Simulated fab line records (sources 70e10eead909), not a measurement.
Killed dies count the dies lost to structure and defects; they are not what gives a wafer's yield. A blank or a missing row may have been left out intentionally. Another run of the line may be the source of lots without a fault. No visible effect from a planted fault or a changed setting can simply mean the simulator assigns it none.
The tool behind it: which one?	flow nand_harc	Sampling: 13 lots, 39 wafers, 5 of 1302 route steps

## WHAT THE GAUGES READ, wafer by wafer
NHARC_A_CHANNEL_HOLE_D1_CD_MEAS_30. Usual: cd_nm at 90.4 nm, with a standard deviation of 1.2.
lot	measured	on	cd_nm (nm)	flag
L938	day 8 22:49	cd_sem-03	90.3 92.5 91.3	
L939	day 9 20:38	cd_sem-02	91.4 91.9 90.8	
L940	day 10 04:23	cd_sem-02	90.9 90.0 89.9	
L942	day 11 00:52	cd_sem-02	92.3 92.1 90.9	
L944	day 11 08:40	cd_sem-02	90.4 92.8 90.1	
L943	day 11 09:06	cd_sem-02	91.0 88.6 91.1	
L946	day 12 08:07	cd_sem-03	89.1 91.5 88.7	
L948	day 13 08:37	cd_sem-01	90.4 90.8 90.0	
L953	day 15 13:12	cd_sem-01	91.6 90.7 88.5	
L956	day 17 10:00	cd_sem-03	88.3 91.1 89.0	
L958	day 17 18:29	cd_sem-01	88.3 90.2 90.2	
L959	day 18 00:34	cd_sem-03	88.3 89.5 89.1	
L960	day 18 09:00	cd_sem-03	90.2 89.1 90.5	

NHARC_A_DECK1_JOINT_THK_MEAS_14: measures by ellipsometry. Usual: thk_nm at 50.8 nm, with a standard deviation of 1.5.
lot	measured	on	thk_nm (nm)	flag
L938	day 11 10:11	film_metro-02	50.0 51.5 51.4	
L939	day 12 09:37	film_metro-01	51.5 53.5 50.4	
L940	day 12 14:59	film_metro-01	51.0 54.1 50.9	
L942	day 13 13:32	film_metro-02	49.6 50.9 49.0	
L944	day 13 19:09	film_metro-02	52.0 52.4 51.8	
L943	day 13 19:09	film_metro-01	52.2 49.6 52.5	
L946	day 14 19:04	film_metro-01	49.8 48.3 48.0	
L948	day 15 19:10	film_metro-02	50.8 53.3 49.7	
L953	day 18 02:27	film_metro-02	51.9 51.3 50.7	
L956	day 19 21:20	film_metro-02	50.0 45.8 51.6	
L958	day 20 02:36	film_metro-02	49.0 50.5 50.5	
L959	day 20 12:10	film_metro-01	50.3 50.7 53.2	
L960	day 21 05:37	film_metro-01	52.3 48.0 52.5	

NHARC_END_SORT_01. Usual: killed_at_array 49, standard deviation 19; killed_at_other 0.9, standard deviation 1.1; killed_at_periphery 4.0, standard deviation 2.7; killed_dies 54, standard deviation 19; killed_open 3.3, standard deviation 1.8; killed_short 2.6, standard deviation 1.6.
lot	measured	on	killed_at_array	killed_at_other	killed_at_periphery	killed_dies	killed_open	killed_short	flag
L943	day 26 08:05	prober-02	53 69 66	1 1 1	5 4 2	59 74 69	0 2 1	3 2 4	

## WHICH TOOL RAN EACH LOT (tool, then ch and the chambers of the sampled wafers, then the start)
lot	NHARC_A_CHANNEL_FILL_D1_ALD_03	NHARC_A_CHANNEL_FILL_D1_CMP_10
L938	ald_sin_batch-03 ch 0, day 10 23:17 or earlier	cmp-01 ch 1,2, day 10 23:17
L939	ald_sin_batch-03 ch 0, day 11 22:36 or earlier	cmp-04 ch 2,3, day 11 22:36
L940	ald_sin_batch-03 ch 0, day 12 03:58 or earlier	cmp-01 ch 0,1,3, day 12 03:58
L942	ald_sin_batch-03 ch 0, day 13 02:38 or earlier	cmp-02 ch 1,2,3, day 13 02:38
L944	ald_sin_batch-01 ch 0, day 13 08:10 or earlier	cmp-01 ch 0,1,3, day 13 08:10
L943	ald_sin_batch-01 ch 0, day 13 08:19 or earlier	cmp-01 ch 1,2,3, day 13 08:19
L946	ald_sin_batch-01 ch 0, day 14 08:08 or earlier	cmp-04 ch 1,2,3, day 14 08:08
L948	ald_sin_batch-03 ch 0, day 15 07:57 or earlier	cmp-02 ch 1,3, day 15 07:57
L953	ald_sin_batch-02 ch 0, day 17 15:31 or earlier	cmp-04 ch 1,2,3, day 17 15:31
L956	ald_sin_batch-02 ch 0, day 19 10:22 or earlier	cmp-01 ch 0,1, day 19 10:22
L958	ald_sin_batch-02 ch 0, day 19 15:45 or earlier	cmp-04 ch 0,1,2, day 19 15:45
L959	ald_sin_batch-02 ch 0, day 20 01:05 or earlier	cmp-04 ch 0,2,3, day 20 01:05
L960	ald_sin_batch-03 ch 0, day 20 17:53 or earlier	cmp-02 ch 0,1,3, day 20 17:53
- NHARC_A_CHANNEL_FILL_D1_ALD_03: deposits SiNx, target thk 6 nm, pulse time 60 s, ald cycles 58.
- NHARC_A_CHANNEL_FILL_D1_CMP_10: polishes, target thk 150 nm.

## AS READ BY THE TOOLS THEMSELVES (means over the sampled wafers that have a number; for cases with no such wafer, the mark the record gives instead)
NHARC_A_CHANNEL_FILL_D1_ALD_03. Usual: chamber_pressure_Torr 2.000 Torr, standard deviation 0.0044; precursor_pulse_height_rel 1.002, standard deviation 0.019.
lot	tool	chamber_pressure_Torr (Torr)	precursor_pulse_height_rel	flag
L938	ald_sin_batch-03	1.998	1.001	
L939	ald_sin_batch-03	1.998	1.012	
L940	ald_sin_batch-03	2.002	0.996	
L942	ald_sin_batch-03	2.002	1.015	
L944	ald_sin_batch-01	2.001	1.011	
L943	ald_sin_batch-01	1.998	0.991	
L946	ald_sin_batch-01	2.003	0.988	
L948	ald_sin_batch-03	2.004	0.992	
L953	ald_sin_batch-02	2.001	0.999	
L956	ald_sin_batch-02	2.001	0.990	
L958	ald_sin_batch-02	1.996	0.974	
L959	ald_sin_batch-02	1.999	1.006	
L960	ald_sin_batch-03	2.001	1.014	

NHARC_A_CHANNEL_FILL_D1_CMP_10. Usual: motor_current_A 12.0 A, standard deviation 1.6; time_to_endpoint_s 14.7 s, standard deviation 2.5.
lot	tool	motor_current_A (A)	time_to_endpoint_s (s)	flag
L938	cmp-01	11.2	17.4	
L939	cmp-04	12.0	18.0	
L940	cmp-01	11.8	11.0	
L942	cmp-02	12.3	13.8	
L944	cmp-01	11.8	12.9	
L943	cmp-01	11.1	12.6	
L946	cmp-04	12.2	13.5	
L948	cmp-02	10.2	12.1	
L953	cmp-04	12.1	16.0	
L956	cmp-01	11.6	23.8	OFF
L958	cmp-04	12.9	13.8	
L959	cmp-04	12.5	12.9	
L960	cmp-02	10.9	13.9	

## THE ANSWER, worked out from the rows above alone
Rule: a lot is off if the mean of its wafers that have a number lies more than 3 standard deviations from the usual mean. Also off: a lot with no number at a reading for which 4 or more lots have one. Any other lot the step has rows for is counted as sound. Order of review: gauges by route order, followed by the tools' own readings, for which a lot's mean as printed above is used. At the first step where some lot is off, the reading lying furthest off is the one used; lots without a number count as furthest.
Off, at NHARC_A_CHANNEL_FILL_D1_CMP_10 on time_to_endpoint_s: L956.
If a tool, at that step or one of the process steps before it, ran each lot that is off and ran no sound lot following the first of them, it fits. NHARC_A_CHANNEL_FILL_D1_ALD_03: start missing for some lots; hours and lot order therefore follow NHARC_A_CHANNEL_FILL_D1_CMP_10. One fits: NHARC_A_CHANNEL_FILL_D1_CMP_10 on cmp-01. Its last sound lot is L943 (day 13 08:19), its first lot that is off L956 (day 19 10:22): a fault that began between those two fits.

## WHAT HAD BEEN PUT IN BY THE SIMULATOR
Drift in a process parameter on cmp-01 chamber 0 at NHARC_A_CHANNEL_FILL_D1_CMP_10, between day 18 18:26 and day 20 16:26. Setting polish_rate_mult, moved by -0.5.
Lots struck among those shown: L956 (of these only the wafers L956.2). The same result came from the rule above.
